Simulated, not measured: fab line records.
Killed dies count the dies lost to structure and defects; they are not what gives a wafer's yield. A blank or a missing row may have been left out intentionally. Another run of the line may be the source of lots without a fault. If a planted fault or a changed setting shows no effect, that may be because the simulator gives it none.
What tool caused it? + flow n5Finfet + Sampling: 24 lots, 72 wafers, 4 of 1938 route steps

WHAT EACH GAUGE READ, for each wafer
N5_BEOL_M1_RS_MEAS_58: uses a four-point probe to measure. Usual: M1_RS 0.68 ohm/sq, standard deviation 0.041.
| lot  | measured     | on           | M1_RS (ohm/sq) | flag |
|------|--------------|--------------|----------------|------|
| L074 | day 7 04:26  | filmMetro-01 | 0.72 0.70 0.66 |      |
| L075 | day 7 04:42  | filmMetro-02 | 0.67 0.67 0.64 |      |
| L076 | day 7 08:43  | filmMetro-02 | 0.69 0.61 0.66 |      |
| L077 | day 7 09:02  | filmMetro-02 | 0.65 0.58 0.60 |      |
| L078 | day 7 10:17  | filmMetro-01 | 0.73 0.68 0.60 |      |
| L079 | day 7 20:08  | filmMetro-02 | 0.73 0.63 0.66 |      |
| L080 | day 7 23:18  | filmMetro-01 | 0.67 0.70 0.65 |      |
| L081 | day 8 05:48  | filmMetro-01 | 0.66 0.73 0.60 |      |
| L082 | day 8 08:25  | filmMetro-02 | 0.70 0.77 0.67 |      |
| L084 | day 8 20:08  | filmMetro-01 | 0.71 0.64 0.66 |      |
| L083 | day 8 21:22  | filmMetro-02 | 0.63 0.71 0.69 |      |
| L085 | day 9 02:02  | filmMetro-01 | 0.69 0.65 0.64 |      |
| L086 | day 9 08:18  | filmMetro-01 | 0.72 0.71 0.73 |      |
| L087 | day 9 16:33  | filmMetro-01 | 0.63 0.64 0.65 |      |
| L088 | day 9 18:26  | filmMetro-01 | 0.66 0.68 0.73 |      |
| L089 | day 10 06:25 | filmMetro-01 | 0.68 0.67 0.66 |      |
| L090 | day 10 12:36 | filmMetro-02 | 0.72 0.66 0.64 |      |
| L091 | day 11 04:17 | filmMetro-02 | 0.68 0.66 0.60 |      |
| L093 | day 11 08:44 | filmMetro-01 | 0.67 0.72 0.71 |      |
| L092 | day 11 09:01 | filmMetro-02 | 0.68 0.69 0.68 |      |
| L094 | day 11 12:13 | filmMetro-01 | 0.77 0.68 0.76 |      |
| L095 | day 12 08:44 | filmMetro-01 | 0.69 0.66 0.67 |      |
| L096 | day 12 09:16 | filmMetro-01 | 0.67 0.71 0.67 |      |
| L097 | day 12 17:02 | filmMetro-02 | 0.66 0.64 0.69 |      |

TOOL THAT RAN EACH LOT (tool first, then ch and the chambers of the sampled wafers, then the start)
| lot  | N5_BEOL_M1_SPUTTER_79       | N5_BEOL_M1_ANNEAL_87        | N5_BEOL_M1_SPUTTER_88       |
|------|-----------------------------|-----------------------------|-----------------------------|
| L074 | pvdSputter-02, day 7 01:51  | pvdSputter-02, day 7 02:22  | pvdSputter-02, day 7 02:31  |
| L075 | pvdSputter-01, day 7 01:56  | pvdSputter-01, day 7 02:28  | pvdSputter-01, day 7 02:36  |
| L076 | pvdSputter-03, day 7 06:07  | pvdSputter-03, day 7 06:38  | pvdSputter-03, day 7 06:47  |
| L077 | pvdSputter-01, day 7 06:26  | pvdSputter-01, day 7 06:57  | pvdSputter-01, day 7 07:05  |
| L078 | pvdSputter-02, day 7 07:36  | pvdSputter-02, day 7 08:07  | pvdSputter-02, day 7 08:16  |
| L079 | pvdSputter-03, day 7 17:33  | pvdSputter-03, day 7 18:04  | pvdSputter-03, day 7 18:13  |
| L080 | pvdSputter-02, day 7 20:41  | pvdSputter-02, day 7 21:12  | pvdSputter-02, day 7 21:20  |
| L081 | pvdSputter-01, day 8 03:12  | pvdSputter-01, day 8 03:43  | pvdSputter-01, day 8 03:52  |
| L082 | pvdSputter-02, day 8 05:47  | pvdSputter-02, day 8 06:19  | pvdSputter-02, day 8 06:27  |
| L084 | pvdSputter-03, day 8 17:33  | pvdSputter-03, day 8 18:04  | pvdSputter-03, day 8 18:13  |
| L083 | pvdSputter-01, day 8 18:35  | pvdSputter-01, day 8 19:08  | pvdSputter-01, day 8 19:17  |
| L085 | pvdSputter-01, day 8 23:26  | pvdSputter-01, day 8 23:58  | pvdSputter-01, day 9 00:06  |
| L086 | pvdSputter-03, day 9 05:30  | pvdSputter-03, day 9 06:01  | pvdSputter-03, day 9 06:10  |
| L087 | pvdSputter-01, day 9 13:57  | pvdSputter-01, day 9 14:28  | pvdSputter-01, day 9 14:37  |
| L088 | pvdSputter-01, day 9 15:47  | pvdSputter-01, day 9 16:19  | pvdSputter-01, day 9 16:27  |
| L089 | pvdSputter-01, day 10 03:49 | pvdSputter-01, day 10 04:20 | pvdSputter-01, day 10 04:29 |
| L090 | pvdSputter-01, day 10 10:00 | pvdSputter-01, day 10 10:31 | pvdSputter-01, day 10 10:40 |
| L091 | pvdSputter-02, day 11 01:33 | pvdSputter-02, day 11 02:04 | pvdSputter-02, day 11 02:13 |
| L093 | pvdSputter-03, day 11 06:09 | pvdSputter-03, day 11 06:40 | pvdSputter-03, day 11 06:49 |
| L092 | pvdSputter-02, day 11 06:22 | pvdSputter-02, day 11 06:53 | pvdSputter-02, day 11 07:02 |
| L094 | pvdSputter-01, day 11 09:36 | pvdSputter-01, day 11 10:07 | pvdSputter-01, day 11 10:16 |
| L095 | pvdSputter-01, day 12 06:08 | pvdSputter-01, day 12 06:40 | pvdSputter-01, day 12 06:48 |
| L096 | pvdSputter-02, day 12 06:40 | pvdSputter-02, day 12 07:11 | pvdSputter-02, day 12 07:19 |
| L097 | pvdSputter-02, day 12 14:26 | pvdSputter-02, day 12 14:58 | pvdSputter-02, day 12 15:06 |
- N5_BEOL_M1_SPUTTER_79: material Cu, target thk 4.5 nm, time 8.29 s.
- N5_BEOL_M1_ANNEAL_87: time 240 s.
- N5_BEOL_M1_SPUTTER_88: material Cu, target thk 4.5 nm, time 8.29 s.

AS READ BY THE TOOLS THEMSELVES (means over the sampled wafers that have a number; for cases with no such wafer, the mark the record gives instead)
N5_BEOL_M1_SPUTTER_79. Usual: substrateTempC -20.00 C, standard deviation 0.1; throttleValvePct 29.6 %, standard deviation 0.75.
| lot  | tool          | substrateTempC (C) | throttleValvePct (%) | flag |
|------|---------------|--------------------|----------------------|------|
| L074 | pvdSputter-02 | -19.98             | 29.3                 |      |
| L075 | pvdSputter-01 | -19.92             | 29.4                 |      |
| L076 | pvdSputter-03 | -20.06             | 29.7                 |      |
| L077 | pvdSputter-01 | -20.00             | 29.5                 |      |
| L078 | pvdSputter-02 | -20.00             | 29.1                 |      |
| L079 | pvdSputter-03 | -19.99             | 30.4                 |      |
| L080 | pvdSputter-02 | -19.96             | 28.8                 |      |
| L081 | pvdSputter-01 | -20.09             | 29.9                 |      |
| L082 | pvdSputter-02 | -19.91             | 28.8                 |      |
| L084 | pvdSputter-03 | -20.09             | 30.2                 |      |
| L083 | pvdSputter-01 | -20.02             | 29.4                 |      |
| L085 | pvdSputter-01 | -20.06             | 29.6                 |      |
| L086 | pvdSputter-03 | -20.09             | 30.0                 |      |
| L087 | pvdSputter-01 | -19.92             | 29.7                 |      |
| L088 | pvdSputter-01 | -20.11             | 29.4                 |      |
| L089 | pvdSputter-01 | -19.98             | 29.6                 |      |
| L090 | pvdSputter-01 | -20.11             | 29.5                 |      |
| L091 | pvdSputter-02 | -20.00             | 29.1                 |      |
| L093 | pvdSputter-03 | -19.93             | 29.8                 |      |
| L092 | pvdSputter-02 | -19.98             | 28.9                 |      |
| L094 | pvdSputter-01 | -20.03             | 29.6                 |      |
| L095 | pvdSputter-01 | -20.12             | 29.6                 |      |
| L096 | pvdSputter-02 | -19.90             | 29.0                 |      |
| L097 | pvdSputter-02 | -19.99             | 28.9                 |      |

N5_BEOL_M1_ANNEAL_87. Usual: heaterPowerW reads 829 W (standard deviation 84).
| lot  | tool          | heaterPowerW (W) | flag |
|------|---------------|------------------|------|
| L074 | pvdSputter-02 | 826              |      |
| L075 | pvdSputter-01 | 836              |      |
| L076 | pvdSputter-03 | 902              |      |
| L077 | pvdSputter-01 | 813              |      |
| L078 | pvdSputter-02 | 847              |      |
| L079 | pvdSputter-03 | 930              |      |
| L080 | pvdSputter-02 | 839              |      |
| L081 | pvdSputter-01 | 779              |      |
| L082 | pvdSputter-02 | 869              |      |
| L084 | pvdSputter-03 | 915              |      |
| L083 | pvdSputter-01 | 800              |      |
| L085 | pvdSputter-01 | 817              |      |
| L086 | pvdSputter-03 | 932              |      |
| L087 | pvdSputter-01 | 723              |      |
| L088 | pvdSputter-01 | 855              |      |
| L089 | pvdSputter-01 | 803              |      |
| L090 | pvdSputter-01 | 784              |      |
| L091 | pvdSputter-02 | 877              |      |
| L093 | pvdSputter-03 | 885              |      |
| L092 | pvdSputter-02 | 796              |      |
| L094 | pvdSputter-01 | 806              |      |
| L095 | pvdSputter-01 | 800              |      |
| L096 | pvdSputter-02 | 792              |      |
| L097 | pvdSputter-02 | 792              |      |

N5_BEOL_M1_SPUTTER_88. Usual: substrateTempC -19.99 C, standard deviation 0.1; throttleValvePct 29.6 %, standard deviation 0.77.
| lot  | tool          | substrateTempC (C) | throttleValvePct (%) | flag |
|------|---------------|--------------------|----------------------|------|
| L074 | pvdSputter-02 | -19.95             | 29.3                 |      |
| L075 | pvdSputter-01 | -19.92             | 29.4                 |      |
| L076 | pvdSputter-03 | -20.00             | 29.9                 |      |
| L077 | pvdSputter-01 | -20.05             | 29.5                 |      |
| L078 | pvdSputter-02 | -20.03             | 29.1                 |      |
| L079 | pvdSputter-03 | -20.07             | 30.2                 |      |
| L080 | pvdSputter-02 | -19.96             | 28.4                 |      |
| L081 | pvdSputter-01 | -19.98             | 29.9                 |      |
| L082 | pvdSputter-02 | -20.01             | 29.0                 |      |
| L084 | pvdSputter-03 | -20.02             | 30.3                 |      |
| L083 | pvdSputter-01 | -20.00             | 29.4                 |      |
| L085 | pvdSputter-01 | -19.90             | 29.6                 |      |
| L086 | pvdSputter-03 | -20.03             | 30.0                 |      |
| L087 | pvdSputter-01 | -19.96             | 29.7                 |      |
| L088 | pvdSputter-01 | -20.08             | 29.5                 |      |
| L089 | pvdSputter-01 | -20.05             | 29.6                 |      |
| L090 | pvdSputter-01 | -20.06             | 29.7                 |      |
| L091 | pvdSputter-02 | -20.07             | 29.0                 |      |
| L093 | pvdSputter-03 | -19.94             | 29.9                 |      |
| L092 | pvdSputter-02 | -20.00             | 28.8                 |      |
| L094 | pvdSputter-01 | -19.93             | 29.5                 |      |
| L095 | pvdSputter-01 | -19.97             | 29.6                 |      |
| L096 | pvdSputter-02 | -19.95             | 29.0                 |      |
| L097 | pvdSputter-02 | -20.08             | 29.0                 |      |

THE ANSWER, worked out from the rows above alone
Rule: lot off if the mean of its wafers having a number is beyond 3 standard deviations from the usual mean. Also off: a lot with no number at a reading for which 4 or more lots have one. All remaining lots with rows at the step are treated as sound. After the gauges, taken in route order, come the tools' own readings; for these a lot's mean is taken, as printed above. At the first step where some lot is off, the reading lying furthest off is the one used; lots without a number count as furthest.
None of the lots is off at any reading shown; this tells nothing.

WHAT THE SIMULATOR HAD INSERTED
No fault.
